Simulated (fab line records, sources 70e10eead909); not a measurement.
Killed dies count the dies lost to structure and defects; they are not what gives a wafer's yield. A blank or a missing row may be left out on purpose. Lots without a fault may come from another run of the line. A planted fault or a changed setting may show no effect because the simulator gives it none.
fab line records    flow nandHarc
record: lots: 24  wafers: 72  lastDay: 25
route steps=1159 shown A_SLIT@792 A_WL_FILL@809
lots that met no fault: taken from a fault-free run of the same line
startH: the number of hours between the record's first day and the start of the first shown wafer of the lot    waitH: time in hours since the lot's previous step    " repeats the value in the row above    L1.1+2: several wafers, shown together as one row    - no value, or no start was given    * or withheld: withheld    < > ~ a bound
route shown NAME@n: NAME is a module with steps in the file, n the number in the route of the first one    usual: average and standard deviation across the fault-free wafers    same: alike in all rows    chamber/n: place in a boat    sites: readings site by site    _std_site: their standard deviation    _edge_site: mean of outer sites minus mean of inner sites    radiusMm: for every site, how far away it sits from the centre of the wafer    mask NAME#n: copy n    behind: the most recent tool/chamber to have shaped the wafer    hold: reason for holding the lot/hours on hold/outcome of the hold    device: transistor that didn't switch, given as n, p or np    end of line: the same wafers' tests at the end of the route    step lacking rows: just its recipe    killed: count of dies lost to structure and defects at first sort (not the wafer's yield)    map: a wafer's dies, marking killed ones x, the rest . and places with no die _
set.NAME: the run value of the setting; set.NAME@STEP: its run value at that earlier step    model.NAME: the simulator's own value behind a step, which no gauge read
the route's steps for a sample of lots (tables are steps, rows are wafers)
services: when a tool's chamber went out of use (startH, in hours from the record's first day, below 0 if earlier), for how many hours, and the reason
== steps ==
step: NHARC_A_SLIT_INSPECT_11
usual: rawDefectCount: 22/12
lot.wafer  tool              chamber  startH  waitH  rawDefectCount
L074.1     defectInspect-01  -        318.84  0.0    14
L074.5     "                 -        "       "      2
L074.6     "                 -        "       "      10
L075.1     defectInspect-02  -        320.82  0.0    20
L075.2     "                 -        "       "      18
L075.3     "                 -        "       "      24
L076.1     defectInspect-02  -        332.33  0.0    27
L076.3     "                 -        "       "      30
L076.5     "                 -        "       "      34
L077.1     defectInspect-02  -        332.50  0.0    7
L077.2     "                 -        "       "      11
L077.6     "                 -        "       "      7
L079.2     defectInspect-01  -        332.78  0.0    27
L079.3     "                 -        "       "      27
L079.6     "                 -        "       "      27
L078.3     defectInspect-01  -        354.31  0.0    7
L078.4     "                 -        "       "      9
L078.6     "                 -        "       "      5
L081.3     defectInspect-02  -        365.18  0.0    29
L081.4     "                 -        "       "      34
L081.6     "                 -        "       "      35
L080.2     defectInspect-02  -        375.12  0.0    11
L080.3     "                 -        "       "      6
L080.4     "                 -        "       "      14
L083.1     defectInspect-01  -        377.63  0.0    15
L083.2     "                 -        "       "      13
L083.5     "                 -        "       "      10
L082.1     defectInspect-01  -        378.70  0.0    36
L082.2     "                 -        "       "      26
L082.5     "                 -        "       "      25
L084.1     defectInspect-01  -        379.11  0.0    41
L084.5     "                 -        "       "      34
L084.6     "                 -        "       "      33
L088.1     defectInspect-01  -        411.59  0.0    48
L088.2     "                 -        "       "      31
L088.4     "                 -        "       "      37
L086.1     defectInspect-01  -        411.75  0.0    18
L086.3     "                 -        "       "      16
L086.5     "                 -        "       "      9
L087.1     defectInspect-01  -        413.35  0.0    46
L087.2     "                 -        "       "      35
L087.3     "                 -        "       "      30
L085.2     defectInspect-01  -        413.70  0.0    22
L085.5     "                 -        "       "      12
L085.6     "                 -        "       "      8
L090.1     defectInspect-01  -        424.08  0.0    28
L090.3     "                 -        "       "      30
L090.5     "                 -        "       "      36
L089.3     defectInspect-01  -        424.47  0.0    12
L089.5     "                 -        "       "      9
L089.6     "                 -        "       "      13
L091.4     defectInspect-01  -        425.07  0.0    18
L091.5     "                 -        "       "      13
L091.6     "                 -        "       "      16
L092.1     defectInspect-01  -        426.07  0.0    40
L092.3     "                 -        "       "      43
L092.4     "                 -        "       "      39
L094.1     defectInspect-02  -        440.01  0.0    34
L094.3     "                 -        "       "      34
L094.6     "                 -        "       "      45
L093.1     defectInspect-01  -        440.16  0.0    14
L093.3     "                 -        "       "      9
L093.4     "                 -        "       "      14
L095.3     defectInspect-01  -        449.48  0.0    35
L095.5     "                 -        "       "      45
L095.6     "                 -        "       "      36
L096.1     defectInspect-02  -        449.63  0.0    26
L096.2     "                 -        "       "      19
L096.3     "                 -        "       "      18
L097.1     defectInspect-01  -        454.98  0.0    21
L097.3     "                 -        "       "      15
L097.4     "                 -        "       "      25
step: NHARC_A_WL_FILL_ALD_00
recipe: targetThkA: 30  pulseTimeS: 3  aldCycles: 30  tempC: 300  material: Al2O3
usual: heaterPowerW: 478/40  precursorPulseHeightRel: 1.002/0.019
lot.wafer  tool      chamber  startH  waitH  heaterPowerW  precursorPulseHeightRel
L074.1     aldHk-02  0        332.54  0.1    451           0.995
L074.5     "         1        "       "      547           0.996
L074.6     "         2        "       "      552           1.012
L075.1     aldHk-04  1        335.84  0.1    422           1.030
L075.3     "         2        "       "      471           0.999
L075.2     "         3        "       "      468           1.012
L076.1     aldHk-04  2        344.13  0.1    490           0.994
L076.3     "         3        "       "      465           1.010
L076.5     "         3        "       "      474           1.017
L077.2     aldHk-03  2        344.13  0.1    478           0.998
L077.1     "         1        "       "      498           1.010
L077.6     "         3        "       "      431           0.979
L079.2     aldHk-02  1        344.18  0.1    543           0.988
L079.3     "         0        "       "      462           0.989
L079.6     "         2        "       "      545           0.959
L078.3     aldHk-02  2        365.71  0.1    556           1.002
L078.4     "         0        "       "      469           0.994
L078.6     "         2        "       "      565           1.001
L081.3     aldHk-02  3        378.73  2.4    468           1.003
L081.4     "         1        "       "      536           0.971
L081.6     "         3        "       "      461           1.024
L080.4     aldHk-03  0        388.88  0.1    484           1.024
L080.2     "         2        "       "      486           1.021
L080.3     "         3        "       "      417           1.003
L083.1     aldHk-03  3        389.08  0.3    429           1.001
L083.2     "         0        "       "      495           1.017
L083.5     "         2        "       "      487           0.994
L082.1     aldHk-04  1        392.97  0.1    418           0.996
L082.2     "         3        "       "      462           1.030
L082.5     "         1        "       "      424           1.015
L084.1     aldHk-02  0        392.98  0.1    456           1.007
L084.5     "         0        "       "      454           1.009
L084.6     "         1        "       "      547           1.021
L088.4     aldHk-03  3        422.79  0.1    430           0.985
L088.1     "         0        "       "      487           1.013
L088.2     "         2        "       "      474           0.996
L086.3     aldHk-04  1        422.80  0.1    419           0.986
L086.1     "         3        "       "      458           0.980
L086.5     "         2        "       "      476           1.025
L085.2     aldHk-02  2        422.95  0.2    561           0.984
L085.6     "         2        "       "      558           0.970
L085.5     "         3        "       "      468           1.042
L087.1     aldHk-03  1        422.96  0.2    512           1.023
L087.2     "         2        "       "      478           1.009
L087.3     "         0        "       "      478           0.994
L090.3     aldHk-03  1        436.35  1.1    515           0.997
L090.1     "         2        "       "      488           1.047
L090.5     "         1        "       "      505           1.011
L089.3     aldHk-03  0        436.57  1.3    485           1.027
L089.5     "         1        "       "      516           1.007
L089.6     "         2        "       "      480           0.979
L091.4     aldHk-03  3        436.65  1.4    423           0.990
L091.5     "         3        "       "      432           1.002
L091.6     "         0        "       "      477           0.996
L092.1     aldHk-03  3        436.84  1.6    430           0.997
L092.3     "         0        "       "      471           1.013
L092.4     "         1        "       "      507           0.971
L093.4     aldHk-03  0        452.85  0.1    494           0.956
L093.1     "         1        "       "      519           1.008
L093.3     "         2        "       "      498           1.028
L094.3     aldHk-03  3        452.99  0.2    430           0.993
L094.1     "         0        "       "      483           1.025
L094.6     "         0        "       "      473           0.989
L096.1     aldHk-03  2        463.71  0.1    479           0.997
L096.2     "         0        "       "      486           0.994
L096.3     "         1        "       "      500           0.980
L095.3     aldHk-04  3        463.76  0.1    468           1.007
L095.5     "         1        "       "      424           1.036
L095.6     "         2        "       "      455           0.994
L097.1     aldHk-04  2        467.21  0.3    472           0.940
L097.3     "         3        "       "      468           1.003
L097.4     "         1        "       "      418           0.978
step: NHARC_A_WL_FILL_CVD_03
recipe: targetThkA: 400  tempC: 300  pressureTorr: 40  wf6FlowSccm: 40  h2FlowSccm: 1600  arFlowSccm: 1560  timeS: 3302  material: W
usual: heaterPowerW: 478/51  throttleValvePct: 8.05/0.25
lot.wafer  tool     chamber  startH  waitH  heaterPowerW  throttleValvePct
L074.1     cvdW-02  1        337.00  3.7    451           8.39
L074.6     "        1        338.90  5.6    442           7.99
L074.5     "        0        "       "      445           7.97
L075.2     cvdW-02  1        340.28  3.5    456           8.19
L075.1     "        0        "       "      434           8.04
L075.3     "        0        "       "      426           8.26
L077.2     cvdW-02  1        345.24  0.1    437           8.08
L077.1     "        0        "       "      442           7.85
L077.6     "        1        347.15  2.0    453           8.09
L076.1     cvdW-02  0        348.57  3.1    443           7.93
L076.3     "        0        "       "      435           8.03
L076.5     "        1        "       "      450           8.31
L079.2     cvdW-01  0        350.45  4.9    433           7.84
L079.3     "        0        "       "      428           7.94
L079.6     "        0        "       "      431           8.10
L078.3     cvdW-01  0        367.57  1.0    432           7.95
L078.4     "        1        "       "      551           8.25
L078.6     "        0        "       "      421           7.80
L081.3     cvdW-01  0        380.71  1.1    438           8.22
L081.4     "        1        "       "      570           7.90
L081.6     "        0        "       "      426           8.11
L080.2     cvdW-02  1        390.78  1.0    448           8.02
L080.4     "        0        "       "      454           7.74
L080.3     "        1        "       "      449           8.06
L083.1     cvdW-02  0        393.11  3.2    454           7.81
L083.2     "        1        "       "      443           8.07
L083.5     "        1        395.45  5.5    446           8.04
L082.1     cvdW-01  1        395.33  1.5    549           8.46
L082.2     "        0        "       "      435           8.18
L082.5     "        1        397.22  3.4    563           8.33
L084.1     cvdW-02  0        396.38  2.5    453           7.67
L084.5     "        1        397.79  4.0    446           7.97
L084.6     "        0        "       "      454           7.68
L088.2     cvdW-01  1        423.71  0.1    567           8.28
L088.1     "        0        "       "      440           8.13
L088.4     "        1        "       "      553           8.67
L086.1     cvdW-02  1        423.81  0.1    455           8.28
L086.3     "        1        "       "      454           8.18
L086.5     "        0        426.12  2.4    470           7.63
L087.2     cvdW-02  0        426.59  2.7    442           7.64
L087.1     "        1        "       "      460           8.09
L087.3     "        1        "       "      442           8.44
L085.2     cvdW-01  0        427.02  3.2    433           7.79
L085.6     "        1        428.42  4.6    560           8.16
L085.5     "        0        "       "      448           7.89
L090.1     cvdW-01  0        437.25  0.1    433           7.92
L090.3     "        1        438.67  1.5    556           8.58
L090.5     "        1        "       "      539           8.11
L089.3     cvdW-01  0        441.05  3.7    438           7.83
L089.5     "        0        "       "      438           8.06
L089.6     "        1        "       "      550           8.27
L091.4     cvdW-01  0        444.37  6.8    441           7.76
L091.5     "        1        "       "      559           8.23
L091.6     "        0        "       "      445           8.00
L092.1     cvdW-02  0        444.78  7.1    447           7.88
L092.4     "        0        "       "      460           7.79
L092.3     "        1        "       "      459           7.99
L093.1     cvdW-01  1        457.78  4.1    561           8.71
L093.3     "        0        "       "      443           8.18
L093.4     "        1        "       "      557           8.15
L094.1     cvdW-02  0        458.59  4.6    467           7.85
L094.3     "        1        "       "      450           8.02
L094.6     "        1        "       "      451           8.03
L096.1     cvdW-01  1        470.52  6.0    569           8.46
L096.2     "        1        "       "      564           8.37
L096.3     "        1        "       "      556           8.37
L095.3     cvdW-02  1        472.01  7.3    450           7.97
L095.5     "        0        "       "      458           7.57
L095.6     "        1        "       "      442           7.93
L097.1     cvdW-01  1        476.17  8.1    565           8.27
L097.3     "        1        478.05  10.0   549           8.38
L097.4     "        1        "       "      552           8.08
step: NHARC_A_WL_FILL_ETCHBACK_05
recipe: targetDepthA: 220  timeS: 60  tempC: 40  chemistry: Cl2/BCl3
usual: drypumpMotorCurrentA: 5.7/0.47  oesProductAu: 1.002/0.013
lot.wafer  tool         chamber  startH  waitH  drypumpMotorCurrentA  oesProductAu  rfHoursCounterH
L074.1     rieMetal-03  1        340.58  0.2    5.6                   0.993         1.7
L074.5     "            1        "       "      5.6                   0.994         -
L074.6     "            0        "       "      6.3                   0.986         -
L075.2     rieMetal-01  0        343.82  0.2    5.7                   1.009         0.1
L075.1     "            1        "       "      5.2                   0.994         0.1
L075.3     "            1        "       "      5.1                   0.985         -
L077.2     rieMetal-03  0        348.82  0.2    6.3                   0.994         1.5
L077.1     "            1        "       "      5.6                   1.001         1.9
L077.6     "            1        "       "      5.7                   0.991         -
L076.1     rieMetal-02  0        351.67  0.2    6.3                   0.975         3.1
L076.3     "            0        "       "      6.3                   0.976         -
L076.5     "            0        "       "      6.3                   0.978         -
L079.2     rieMetal-01  0        353.54  0.2    5.7                   1.024         0.4
L079.3     "            1        "       "      5.1                   0.997         -
L079.6     "            1        "       "      5.1                   1.008         -
L078.4     rieMetal-02  0        370.24  0.1    6.3                   0.989         -
L078.3     "            1        "       "      5.0                   0.989         -
L078.6     "            0        "       "      6.3                   0.985         -
L081.4     rieMetal-01  1        383.34  0.1    5.1                   1.006         -
L081.3     "            0        "       "      5.7                   1.019         -
L081.6     "            0        "       "      5.7                   1.028         -
L080.2     rieMetal-03  1        393.85  0.2    5.7                   1.009         3.7
L080.4     "            0        "       "      6.3                   0.995         -
L080.3     "            1        "       "      5.6                   1.005         -
L083.1     rieMetal-03  0        396.64  0.2    6.3                   0.984         3.5
L083.2     "            1        "       "      5.6                   0.998         4.0
L083.5     "            1        "       "      5.6                   1.003         -
L082.1     rieMetal-03  1        398.92  0.2    5.7                   1.009         4.2
L082.2     "            0        "       "      6.3                   1.005         3.7
L082.5     "            0        "       "      6.3                   0.999         -
L084.1     rieMetal-01  0        399.48  0.2    5.7                   1.016         2.0
L084.6     "            0        "       "      5.7                   1.026         -
L084.5     "            1        "       "      5.1                   0.995         -
L088.2     rieMetal-01  0        427.28  0.2    5.7                   1.024         2.4
L088.1     "            1        "       "      5.2                   0.996         2.4
L088.4     "            0        "       "      5.7                   1.024         -
L086.1     rieMetal-02  1        427.35  0.2    5.0                   0.996         1.0
L086.3     "            0        "       "      6.3                   0.998         -
L086.5     "            0        "       "      6.3                   1.003         -
L085.2     rieMetal-01  1        430.09  0.2    5.1                   1.006         2.6
L085.6     "            1        "       "      5.2                   0.996         -
L085.5     "            0        "       "      5.7                   1.025         -
L087.1     rieMetal-02  0        430.16  0.2    6.3                   0.992         1.2
L087.2     "            1        "       "      5.0                   1.005         1.2
L087.3     "            0        "       "      6.3                   0.987         -
L090.1     rieMetal-01  0        441.04  0.4    5.7                   1.023         3.3
L090.3     "            0        "       "      5.7                   1.015         -
L090.5     "            0        "       "      5.7                   1.022         -
L089.3     rieMetal-03  1        443.71  0.2    5.6                   1.001         -
L089.5     "            0        "       "      6.3                   0.989         -
L089.6     "            1        "       "      5.6                   0.995         -
L091.4     rieMetal-01  0        446.54  0.1    5.7                   1.009         -
L091.5     "            0        "       "      5.7                   1.013         -
L091.6     "            1        "       "      5.2                   0.993         -
L092.1     rieMetal-03  0        448.29  0.2    6.3                   0.994         5.2
L092.3     "            0        "       "      6.3                   1.004         -
L092.4     "            1        "       "      5.6                   0.997         -
L093.1     rieMetal-02  0        460.88  0.2    6.3                   0.996         1.9
L093.4     "            0        "       "      6.3                   0.996         -
L093.3     "            1        "       "      5.0                   1.002         -
L094.1     rieMetal-01  0        461.65  0.2    5.7                   1.021         3.9
L094.3     "            1        "       "      5.1                   1.000         -
L094.6     "            1        "       "      5.2                   0.995         -
L095.3     rieMetal-01  0        474.17  0.1    5.7                   1.020         -
L095.6     "            0        "       "      5.7                   1.025         -
L095.5     "            1        "       "      5.1                   1.001         -
L096.1     rieMetal-03  0        476.92  0.2    6.3                   1.002         0.4
L096.2     "            1        "       "      5.6                   0.986         0.4
L096.3     "            0        "       "      6.3                   0.999         -
L097.1     rieMetal-01  1        482.51  0.2    5.1                   0.992         3.9
L097.4     "            1        "       "      5.1                   0.993         -
L097.3     "            0        "       "      5.7                   1.016         -
step: NHARC_A_WL_FILL_ETCHBACK_26
recipe: targetDepthA: 520  timeS: 13.3  hbrFlowSccm: 150  rfW: 350  icpW: 350  biasW: 60  chemistry: HBr
usual: biasW: 59.98/0.18  drypumpMotorCurrentA: 5.7/0.46  oesProductAu: 1.000/0.014  throttleValvePct: 23.265/0.0088
lot.wafer  tool      chamber  startH  waitH  biasW  drypumpMotorCurrentA  oesProductAu  rfHoursCounterH  throttleValvePct
L075.2     rieSi-05  1        359.52  0.4    59.84  5.3                   0.990         0.7              23.279
L075.3     "         2        "       "      60.06  5.8                   1.013         0.7              23.273
L075.1     "         0        "       "      60.07  6.4                   1.012         0.8              23.264
L074.1     rieSi-04  3        359.54  0.4    59.92  5.3                   0.995         0.5              23.260
L074.6     "         2        "       "      60.10  6.3                   0.987         -                23.257
L074.5     "         3        "       "      60.05  5.3                   0.999         -                23.255
L077.2     rieSi-05  1        364.51  0.4    59.89  5.3                   0.985         0.8              23.270
L077.1     "         3        "       "      60.28  5.6                   0.993         0.8              23.277
L077.6     "         2        "       "      60.00  5.9                   1.009         -                23.248
L076.1     rieSi-02  0        367.51  0.4    60.09  5.3                   1.021         1.4              23.269
L076.3     "         1        "       "      59.89  6.3                   1.019         1.2              23.248
L076.5     "         0        "       "      59.84  5.3                   1.011         -                23.257
L079.2     rieSi-04  0        370.17  0.4    60.01  5.8                   0.996         0.6              23.271
L079.3     "         1        "       "      60.23  6.1                   1.007         0.6              23.274
L079.6     "         0        "       "      60.36  5.8                   0.993         -                23.254
L078.4     rieSi-04  0        388.92  0.4    59.70  5.8                   1.006         0.7              23.288
L078.3     "         2        "       "      59.83  6.4                   0.998         0.6              23.256
L078.6     "         0        "       "      59.66  5.8                   0.990         -                23.251
L081.4     rieSi-05  2        399.43  0.4    60.02  5.8                   1.022         1.0              23.269
L081.3     "         0        "       "      59.47  6.3                   0.988         1.1              23.263
L081.6     "         1        "       "      60.08  5.3                   0.980         -                23.268
L083.2     rieSi-05  1        409.42  0.4    59.88  5.3                   0.979         1.1              23.249
L083.1     "         2        "       "      59.99  5.8                   1.013         1.1              23.273
L083.5     "         1        "       "      60.13  5.3                   0.970         -                23.276
L080.2     rieSi-04  3        409.43  0.4    59.87  5.3                   1.001         0.8              23.277
L080.3     "         0        "       "      60.01  5.8                   0.991         0.9              23.265
L080.4     "         2        "       "      60.02  6.3                   1.014         0.9              23.255
L082.2     rieSi-05  3        414.15  0.4    59.95  5.6                   0.979         1.2              23.276
L082.1     "         0        "       "      59.91  6.3                   0.998         1.2              23.291
L082.5     "         0        "       "      60.04  6.3                   0.997         -                23.247
L084.1     rieSi-04  1        414.18  0.4    60.07  6.2                   0.997         0.9              23.260
L084.5     "         2        "       "      59.95  6.3                   0.996         -                23.262
L084.6     "         3        "       "      60.24  5.3                   0.999         -                23.251
L087.3     rieSi-02  0        442.83  0.4    60.04  5.3                   1.023         0.4              23.271
L087.2     "         2        "       "      59.65  5.7                   1.011         0.4              23.270
L087.1     "         3        "       "      60.04  4.8                   0.998         0.4              23.252
L088.2     rieSi-05  2        442.85  0.4    59.47  5.8                   0.999         0.2              23.270
L088.4     "         3        "       "      59.92  5.6                   1.000         0.2              23.265
L088.1     "         1        "       "      59.80  5.3                   0.967         0.1              23.260
L086.3     rieSi-04  2        442.86  0.4    60.26  6.3                   0.993         1.1              23.259
L086.1     "         3        "       "      60.14  5.3                   0.988         1.0              23.278
L086.5     "         0        "       "      59.92  5.8                   1.001         -                23.281
L085.2     rieSi-04  2        449.40  0.4    59.99  6.3                   0.986         1.1              23.259
L085.6     "         1        "       "      59.82  6.2                   0.997         -                23.267
L085.5     "         2        "       "      60.05  6.3                   0.989         -                23.272
L090.1     rieSi-05  3        456.71  0.4    60.12  5.5                   0.999         0.3              23.244
L090.3     "         0        "       "      60.37  6.3                   0.974         0.3              23.263
L090.5     "         1        "       "      60.16  5.3                   0.974         -                23.264
L091.4     rieSi-05  0        460.24  0.4    60.00  6.4                   0.988         0.3              23.260
L091.5     "         2        "       "      59.91  5.8                   1.002         -                23.257
L091.6     "         3        "       "      59.93  5.5                   1.002         -                23.263
L089.3     rieSi-02  2        460.26  0.4    60.31  5.7                   1.006         0.6              23.253
L089.5     "         3        "       "      59.62  4.8                   1.009         -                23.249
L089.6     "         0        "       "      60.11  5.3                   1.028         -                23.265
L092.1     rieSi-02  2        465.07  0.4    60.13  5.7                   1.007         0.6              23.259
L092.4     "         0        "       "      59.87  5.3                   1.023         0.6              23.272
L092.3     "         1        "       "      59.52  6.2                   1.023         0.5              23.264
L093.3     rieSi-05  1        478.65  0.4    59.88  5.3                   0.971         0.4              23.278
L093.1     "         3        "       "      59.98  5.6                   0.988         0.4              23.260
L093.4     "         0        "       "      60.02  6.4                   0.990         0.4              23.267
L094.1     rieSi-04  2        478.65  0.4    59.99  6.3                   0.989         0.1              23.263
L094.3     "         1        "       "      60.19  6.2                   0.996         0.1              23.254
L094.6     "         3        "       "      60.04  5.3                   1.004         -                23.277
L096.1     rieSi-04  3        491.40  0.4    59.66  5.3                   0.989         0.3              23.274
L096.3     "         0        "       "      60.00  5.8                   1.008         0.3              23.268
L096.2     "         2        "       "      60.10  6.3                   0.996         0.2              23.268
L095.3     rieSi-02  0        491.43  0.4    59.73  5.3                   1.019         0.8              23.268
L095.6     "         1        "       "      60.14  6.3                   1.019         -                23.275
L095.5     "         2        "       "      59.69  5.7                   1.013         -                23.274
L097.1     rieSi-02  2        497.84  0.4    60.07  5.7                   1.007         0.8              23.255
L097.3     "         3        "       "      59.93  4.8                   1.008         0.8              23.268
L097.4     "         0        "       "      59.81  5.2                   1.027         0.8              23.270
step: NHARC_A_WL_FILL_ALD_19
recipe: targetThkA: 20  pulseTimeS: 3  aldCycles: 100  tempC: 450  material: TiN
usual: heaterPowerW: 1042/98  precursorPulseHeightRel: 1.000/0.02
lot.wafer  tool         chamber  startH  waitH  heaterPowerW  precursorPulseHeightRel
L075.3     aldMetal-01  2        359.81  0.1    922           0.996
L075.2     "            3        "       "      940           1.002
L075.1     "            0        "       "      1122          0.996
L074.1     aldMetal-03  2        359.83  0.1    976           1.006
L074.6     "            0        "       "      1169          0.992
L074.5     "            1        "       "      1079          1.007
L077.1     aldMetal-04  1        364.80  0.1    1087          0.993
L077.2     "            2        "       "      988           1.003
L077.6     "            1        "       "      1090          1.026
L076.1     aldMetal-03  0        367.78  0.1    1189          0.992
L076.3     "            2        "       "      991           1.018
L076.5     "            0        "       "      1170          0.995
L079.3     aldMetal-03  2        370.43  0.1    986           1.016
L079.2     "            0        "       "      1188          1.018
L079.6     "            2        "       "      973           0.966
L078.3     aldMetal-01  3        389.18  0.1    976           1.013
L078.4     "            0        "       "      1140          1.006
L078.6     "            3        "       "      950           0.989
L081.4     aldMetal-03  3        399.68  0.1    1031          0.993
L081.3     "            2        "       "      986           1.001
L081.6     "            0        "       "      1195          0.926
L083.1     aldMetal-03  1        409.69  0.1    1087          1.018
L083.2     "            2        "       "      1007          0.964
L083.5     "            0        "       "      1198          1.007
L080.3     aldMetal-01  1        409.72  0.1    886           1.009
L080.2     "            2        "       "      947           0.988
L080.4     "            3        "       "      926           0.972
L084.1     aldMetal-03  0        414.45  0.1    1208          1.018
L084.6     "            2        "       "      1012          1.005
L084.5     "            3        "       "      1023          0.995
L082.1     aldMetal-01  1        414.47  0.1    886           0.983
L082.2     "            2        "       "      961           1.000
L082.5     "            3        "       "      939           1.001
L087.3     aldMetal-04  1        443.09  0.1    1059          1.006
L087.1     "            3        "       "      878           0.978
L087.2     "            0        "       "      1216          0.969
L088.2     aldMetal-03  0        443.12  0.1    1171          0.966
L088.1     "            1        "       "      1071          0.986
L088.4     "            2        "       "      1008          0.990
L086.1     aldMetal-01  0        443.12  0.1    1154          1.015
L086.3     "            1        "       "      880           1.016
L086.5     "            3        "       "      979           1.031
L085.2     aldMetal-01  3        449.68  0.1    957           0.971
L085.6     "            2        "       "      947           1.034
L085.5     "            3        "       "      975           1.033
L090.3     aldMetal-03  1        456.95  0.1    1056          1.036
L090.1     "            2        "       "      968           1.002
L090.5     "            2        "       "      1011          0.979
L089.3     aldMetal-04  3        460.52  0.1    914           0.968
L089.6     "            1        "       "      1036          0.964
L089.5     "            2        "       "      969           1.008
L091.4     aldMetal-03  2        460.53  0.1    1011          1.007
L091.6     "            0        "       "      1207          0.989
L091.5     "            1        "       "      1083          0.982
L092.1     aldMetal-04  0        465.33  0.1    1215          0.998
L092.4     "            2        "       "      959           1.029
L092.3     "            3        "       "      894           0.992
L094.3     aldMetal-01  1        478.94  0.1    923           1.012
L094.1     "            2        "       "      938           1.014
L094.6     "            0        "       "      1150          0.998
L093.1     aldMetal-03  3        478.94  0.1    1037          0.966
L093.3     "            0        "       "      1186          1.027
L093.4     "            0        "       "      1182          1.003
L096.2     aldMetal-01  3        491.67  0.1    1005          0.978
L096.3     "            1        "       "      942           1.030
L096.1     "            2        "       "      939           1.033
L095.3     aldMetal-03  1        491.72  0.2    1060          0.966
L095.6     "            2        "       "      996           0.978
L095.5     "            3        "       "      1040          0.994
L097.1     aldMetal-01  0        498.14  0.1    1143          1.027
L097.4     "            2        "       "      956           0.985
L097.3     "            3        "       "      1002          1.012
== services ==
tool         chamber  startH  hours  kind
aldMetal-03  -        322.00  10.0   pm
rieMetal-01  -        332.00  9.0    pm
aldMetal-01  1        347.03  4.7    repair
rieMetal-02  -        357.21  0.4    repair
aldHk-04     -        369.68  10.0   pm
aldMetal-03  0        373.69  2.0    repair
cvdW-02      -        376.59  13.0   pm
rieSi-02     -        388.00  9.0    pm
rieMetal-02  -        388.08  9.0    pm
aldMetal-04  -        406.00  10.0   pm
rieSi-05     1        412.39  8.3    repair
aldMetal-01  3        414.87  18.4   repair
rieSi-05     -        416.03  9.0    pm
rieSi-04     3        423.69  7.8    repair
rieSi-05     1        428.18  1.3    repair
cvdW-02      -        431.77  13.0   repair
rieMetal-01  1        439.71  4.9    repair
rieMetal-03  -        453.00  9.0    pm
rieSi-04     -        453.00  9.0    pm
aldMetal-01  -        458.00  10.0   pm
aldHk-02     -        458.43  10.0   pm
rieMetal-01  -        467.87  0.6    repair
aldMetal-03  2        477.74  8.2    repair
cvdW-01      -        481.79  13.0   pm
== key ==
fault none
